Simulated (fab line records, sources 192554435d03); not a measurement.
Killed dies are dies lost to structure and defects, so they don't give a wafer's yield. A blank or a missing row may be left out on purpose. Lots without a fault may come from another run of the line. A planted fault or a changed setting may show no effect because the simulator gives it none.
Chamber matching | flow n5_finfet | N5_BEOL_M0_SAQP_ETCH_102 on rie_si-06: 4 sister chambers
The step etches SiO2 in CF4, target depth 4 nm, time 4.4 s. 7 wafers are shown with their chamber, then 8 later ones without.

WAFERS WITH THEIR CHAMBER
wafer  | chamber | drypump_motor_current_A (A) | throttle_valve_pct (%)
L078.3 | 3       | 4.9                         | 22.25
L080.1 | 2       | 5.7                         | 21.90
L080.2 | 1       | 6.1                         | 22.02
L080.4 | 3       | 4.9                         | 22.23
L080.5 | 1       | 6.1                         | 22.03
L080.6 | 0       | 6.1                         | 21.78
L084.2 | 0       | 6.2                         | 21.80

WAFERS WITHOUT THEIR CHAMBER
wafer  | drypump_motor_current_A (A) | throttle_valve_pct (%)
L084.3 | 6.1                         | 21.99
L084.6 | 4.9                         | 22.23
L091.2 | 6.1                         | 22.01
L091.5 | 6.1                         | 22.01
L091.6 | 6.2                         | 21.76
L093.2 | 5.6                         | 21.91
L093.3 | 5.0                         | 22.25
L093.4 | 6.1                         | 22.01

WHICH CHAMBER EACH WENT THROUGH
wafer  | from the rows above | in truth
L084.3 | 1                   | 1
L084.6 | 3                   | 3
L091.2 | 1                   | 1
L091.5 | 1                   | 1
L091.6 | 0                   | 0
L093.2 | 2                   | 2
L093.3 | 3                   | 3
L093.4 | 1                   | 1
Placed correctly: 8 of 8. Can't be placed from these rows: 0. Placed wrongly: 0.
How it was worked out, from the rows above alone: a wafer's distance from a chamber is the root of the sum, over the readings, of the square of ((its reading less the chamber's mean) divided by the reading's scatter). The wafer belongs to the nearest chamber; if the next one is less than 2 further off, it can't be placed. A chamber's mean is the mean of its shown wafers. The scatter: the root of (the sum of the squares of (reading less its chamber's mean) over the shown wafers, divided by (wafers less chambers)).
